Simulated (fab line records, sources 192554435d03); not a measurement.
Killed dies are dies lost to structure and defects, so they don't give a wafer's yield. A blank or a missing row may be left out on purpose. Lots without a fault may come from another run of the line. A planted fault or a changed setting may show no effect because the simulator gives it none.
fab line records | flow n5_finfet | part 2 of 2: steps 22 to 32 of 32
record lots=5 wafers=15 last_day=15
route steps=1938 shown BEOL_M10@1492
lots that met no fault: from a run of the same line without faults
start_h: hours from the record's first day to the start of the lot's first wafer shown | wait_h: hours since the lot's step before | " the same as in the row above | L1.1+2: a row that stands for several wafers | - no value, or no start given | * or withheld: withheld | < > ~ a bound
route shown NAME@n: a module of which the file shows steps, and the number in the route of the first | usual: mean/standard deviation of fault-free wafers | same: alike in all rows | chamber/n: place in a boat | sites: the reading at each site | _std_site: their standard deviation | _edge_site: outer sites' mean less inner sites' | radius_mm: how far each site lies from the wafer's centre | mask NAME#n: copy n | behind: the tool/chamber that last shaped the wafer | hold: why the lot was held/for how many hours/how that ended | device: the transistor (n, p or np) that didn't switch | end of line: the same wafers' tests at the end of the route | a step without rows: its recipe alone | killed: dies lost to structure and defects at the first sort, not the wafer's yield | map: a wafer's dies, x killed, . not, _ none there
set.NAME: the setting as run; set.NAME@STEP: as run at that earlier step | model.NAME: the simulator's own value behind a step, which no gauge read
lots at some steps of the route; a table a step, a row a wafer
services: from which hour (start_h, from the record's first day; less than 0 if before it) a tool's chamber was out of use, for how many hours, and why
## steps
# step N5_BEOL_M10_ETCH_41
# recipe chemistry=CH3F/O2 target=SiCN target_depth_a=426 taper_deg=2 time_s=86 ion_energy_ev=120 mask_material=TiN pressure_mtorr=30 source_w=395 bias_w=75 Ar_flow_sccm=150 CH3F_flow_sccm=30 O2_flow_sccm=20
# usual drypump_motor_current_A=5.7/0.47 oes_product_au=0.81/0.076 rf_vpp_V=297.2/1.6 showerhead_plenum_p_Torr=1.99/0.075 throttle_valve_pct=16.34/0.25
# columns lot.wafer tool chamber start_h wait_h drypump_motor_current_A oes_product_au rf_hours_counter_h rf_vpp_V showerhead_plenum_p_Torr throttle_valve_pct
L076.2 rie_diel-01 0 - - 4.7 0.71 224 295.8 1.96 16.22
L076.4 " 2 " " 6.2 0.90 27 297.6 2.05 16.16
L076.6 " 1 " " 5.0 0.71 - 295.4 1.91 16.84
L079.3 rie_diel-01 3 - - 5.4 0.86 55 297.3 1.95 16.11
L079.5 " 2 " " 6.2 0.89 - 298.8 2.05 16.18
L079.6 " 3 " " 5.3 0.86 - 298.8 1.95 16.12
L082.2 rie_diel-01 2 - - 6.2 0.87 39 299.1 2.04 16.22
L082.3 " 0 " " 4.7 0.71 236 296.9 1.95 16.28
L082.5 " 0 " " 4.7 0.71 - 297.0 1.95 16.25
L084.4 rie_diel-06 2 - - 5.6 0.70 237 298.2 2.05 16.82
L084.5 " 3 " " 5.5 0.79 - 296.3 1.93 16.46
L084.6 " 0 " " 5.7 0.83 - 299.2 2.12 16.20
L089.2 rie_diel-06 1 - - 6.3 0.87 53 296.2 1.95 16.09
L089.5 " 3 " " 5.6 0.78 - 295.4 1.93 16.47
L089.6 " 2 " " 5.6 0.67 - 299.9 2.05 16.83
# step N5_BEOL_M10_STRIP_77
# recipe chemistry=N2/H2 time_s=10 power_w=450 temp_c=40 pressure_mtorr=20 rf_frequency_hz=6e+07 bias_power_w=7 n2_flow_sccm=200 h2_flow_sccm=200
# usual drypump_motor_current_A=5.7/0.47 n2_flow_sccm=200.0/0.64 oes_product_au=0.81/0.077 rf_vpp_V=59.2/0.9 showerhead_plenum_p_Torr=2.53/0.092 throttle_valve_pct=23.7/0.37
# columns lot.wafer tool chamber start_h wait_h drypump_motor_current_A n2_flow_sccm oes_product_au rf_hours_counter_h rf_vpp_V showerhead_plenum_p_Torr throttle_valve_pct
L076.2 rie_diel-01 0 - - 4.7 200.2 0.71 224 60.3 2.52 23.5
L076.4 " 2 " " 6.2 200.2 0.90 27 59.6 2.58 23.5
L076.6 " 1 " " 5.0 199.6 0.70 - 58.4 2.43 24.4
L079.3 rie_diel-01 3 - - 5.4 199.2 0.86 55 59.4 2.45 23.7
L079.5 " 2 " " 6.2 199.6 0.90 - 59.2 2.58 23.5
L079.6 " 3 " " 5.4 199.7 0.85 - 61.6 2.45 23.7
L082.2 rie_diel-01 2 - - 6.2 199.5 0.88 39 57.5 2.58 23.5
L082.3 " 0 " " 4.7 200.7 0.70 236 60.3 2.51 23.5
L082.5 " 0 " " 4.7 200.7 0.70 - 59.7 2.51 23.5
L084.4 rie_diel-06 2 - - 5.6 199.5 0.69 237 59.2 2.61 24.4
L084.5 " 3 " " 5.5 199.6 0.77 - 59.3 2.45 23.8
L084.6 " 0 " " 5.7 199.7 0.81 - 59.6 2.67 23.4
L089.2 rie_diel-06 1 - - 6.3 199.7 0.87 53 58.5 2.47 23.1
L089.5 " 3 " " 5.6 200.1 0.78 - 59.1 2.45 23.8
L089.6 " 2 " " 5.6 201.2 0.68 - 60.2 2.61 24.4
# step N5_BEOL_M10_OCD_MEAS_38
# usual trench_depth_nm=150.0/2.8
# columns lot.wafer tool chamber start_h wait_h trench_depth_nm
L076.2 ocd-02 - 234.63 - 146.9
L076.4 " - " " 149.0
L076.6 " - " " 145.9
L079.3 ocd-01 - 235.91 - 147.8
L079.5 " - " " 148.8
L079.6 " - " " 146.8
L082.2 ocd-01 - 262.68 - 147.7
L082.3 " - " " 146.4
L082.5 " - " " 148.1
L084.4 ocd-02 - 267.39 - 148.5
L084.5 " - " " 155.8
L084.6 " - " " 153.3
L089.2 ocd-01 - 297.69 - 154.7
L089.5 " - " " 152.3
L089.6 " - " " 146.3
# step N5_BEOL_M10_HM_STRIP_39
# recipe chemistry=peroxide_tin_strip material=TiN target_depth_a=250 temp_c=50 time_s=158
# columns lot.wafer tool chamber start_h wait_h
L076.2+4+6 wet_bench-01 1,2,7 234.66 0.0
L079.3+5+6 wet_bench-03 6,2,0 235.94 0.0
L082.2+3+5 wet_bench-01 4,2,3 262.72 0.0
L084.4+5+6 wet_bench-05 5,3,2 267.42 0.0
L089.2+5+6 wet_bench-03 7,5,2 297.73 0.0
# step N5_BEOL_M10_SRD_40
# recipe time_s=30 temp_c=23 rinse_liquid=diw dry=ipa_marangoni
# columns lot.wafer tool chamber start_h wait_h
L076.2+4+6 wet_bench-01 1,2,7 234.71 0.0
L079.3+5+6 wet_bench-03 6,2,0 235.99 0.0
L082.2+3+5 wet_bench-01 4,2,3 262.77 0.0
L084.4+5+6 wet_bench-05 5,3,2 267.47 0.0
L089.2+5+6 wet_bench-03 7,5,2 297.78 0.0
# step N5_BEOL_M10_PRECLEAN_42
# recipe chemistry=residue_remover time_s=60 temp_c=40
# columns lot.wafer tool chamber start_h wait_h
L076.2+4+6 wet_bench-01 1,2,7 234.73 0.0
L079.3+5+6 wet_bench-03 6,2,0 236.00 0.0
L082.2+3+5 wet_bench-01 4,2,3 262.79 0.0
L084.4+5+6 wet_bench-05 5,3,2 267.48 0.0
L089.2+5+6 wet_bench-03 7,5,2 297.80 0.0
# step N5_BEOL_M10_SRD_43
# recipe time_s=30 temp_c=23 rinse_liquid=diw dry=ipa_marangoni
# columns lot.wafer tool chamber start_h wait_h
L076.2+4+6 wet_bench-01 1,2,7 234.74 0.0
L079.3+5+6 wet_bench-03 6,2,0 236.02 0.0
L082.2+3+5 wet_bench-01 4,2,3 262.80 0.0
L084.4+5+6 wet_bench-05 5,3,2 267.50 0.0
L089.2+5+6 wet_bench-03 7,5,2 297.82 0.0
# step N5_BEOL_M10_CD_MEAS_35
# recipe target_cd_nm=70 polarity=opening
# usual cd_nm=70.3/0.57
# columns lot.wafer tool chamber start_h wait_h cd_nm
L076.2 cd_sem-02 - 234.79 0.0 70.0
L076.4 " - " " 70.7
L076.6 " - " " 70.5
L079.3 cd_sem-02 - 236.06 0.0 70.7
L079.5 " - " " 68.8
L079.6 " - " " 69.8
L082.2 cd_sem-02 - 262.85 0.0 70.4
L082.3 " - " " 70.7
L082.5 " - " " 70.7
L084.4 cd_sem-01 - 267.54 0.0 69.9
L084.5 " - " " 69.9
L084.6 " - " " 69.8
L089.2 cd_sem-01 - 297.86 0.0 71.2
L089.5 " - " " 71.3
L089.6 " - " " 70.9
# step N5_BEOL_M10_CURE_72
# recipe temp_c=370 time_s=120 ambient=DMADMS/He material=SiCOH_lowk
# usual lamp_power_pct=52.32/0.05 wafer_temp_C_max=371.8/0.59
# columns lot.wafer tool chamber start_h wait_h lamp_power_pct wafer_temp_C_max
L076.2 uv_cure-03 1 234.98 0.2 52.32 372.8
L076.4 " 1 " " 52.25 372.5
L076.6 " 1 " " 52.42 373.5
L079.3 uv_cure-01 1 236.20 0.1 52.27 371.9
L079.5 " 1 " " 52.36 371.9
L079.6 " 1 " " 52.23 372.1
L082.2 uv_cure-03 0 262.94 0.1 52.27 372.2
L082.3 " 0 " " 52.33 372.2
L082.5 " 0 " " 52.37 372.2
L084.4 uv_cure-01 2 267.73 0.2 52.31 371.7
L084.5 " 2 " " 52.32 371.3
L084.6 " 2 " " 52.28 371.8
L089.2 uv_cure-02 1 297.95 0.1 52.37 371.8
L089.5 " 1 " " 52.27 371.9
L089.6 " 1 " " 52.24 371.5
# step N5_BEOL_M10_DEGAS_44
# recipe ambient=vacuum temp_c=250 time_s=60
# usual heater_power_w=315/34
# columns lot.wafer tool chamber start_h wait_h heater_power_w
L076.2 pvd_sputter-03 - 235.97 0.9 307
L076.4 " - " " 333
L076.6 " - " " 321
L079.3 pvd_sputter-02 - 236.65 0.4 318
L079.5 " - " " 388
L079.6 " - " " 315
L082.2 pvd_sputter-02 - 263.83 0.8 280
L082.3 " - " " 307
L082.5 " - " " 291
L084.4 pvd_sputter-02 - 268.15 0.4 382
L084.5 " - " " 316
L084.6 " - " " 283
L089.2 pvd_sputter-03 - 298.26 0.3 316
L089.5 " - " " 320
L089.6 " - " " 335
# step N5_BEOL_M10_PRE_CLEAN_45
# recipe gas=H2/He time_s=30 temp_c=250
# usual heater_power_w=315/35
# columns lot.wafer tool chamber start_h wait_h heater_power_w
L076.2 pvd_sputter-03 - 236.01 0.0 307
L076.4 " - " " 338
L076.6 " - " " 330
L079.3 pvd_sputter-02 - 236.69 0.0 314
L079.5 " - " " 376
L079.6 " - " " 304
L082.2 pvd_sputter-02 - 263.87 0.0 273
L082.3 " - " " 314
L082.5 " - " " 294
L084.4 pvd_sputter-02 - 268.19 0.0 391
L084.5 " - " " 307
L084.6 " - " " 279
L089.2 pvd_sputter-03 - 298.30 0.0 310
L089.5 " - " " 328
L089.6 " - " " 342
## services
# columns tool chamber start_h hours kind
arfi_scanner-03 0 210.06 - calibration
rie_diel-06 - 215.62 15.6 pm
arfi_scanner-03 - 216.55 1.0 pm
arfi_scanner-03 - 218.27 1.3 pm
arfi_scanner-02 - 221.81 4.8 pm
arfi_scanner-01 - 223.50 1.3 pm
uv_cure-01 - 237.49 3.4 pm
rie_diel-01 3 246.14 18.9 repair
arfi_scanner-03 - 254.55 0.5 repair
arfi_scanner-02 - 255.80 1.0 pm
uv_cure-03 - 258.84 0.5 repair
arfi_scanner-01 0 261.48 - calibration
arfi_scanner-02 - 277.70 1.0 pm
arfi_scanner-03 - 288.27 3.1 pm
pvd_sputter-02 - 288.44 40.3 repair
arfi_scanner-02 - 292.30 4.9 pm
arfi_scanner-01 - 296.16 1.0 pm
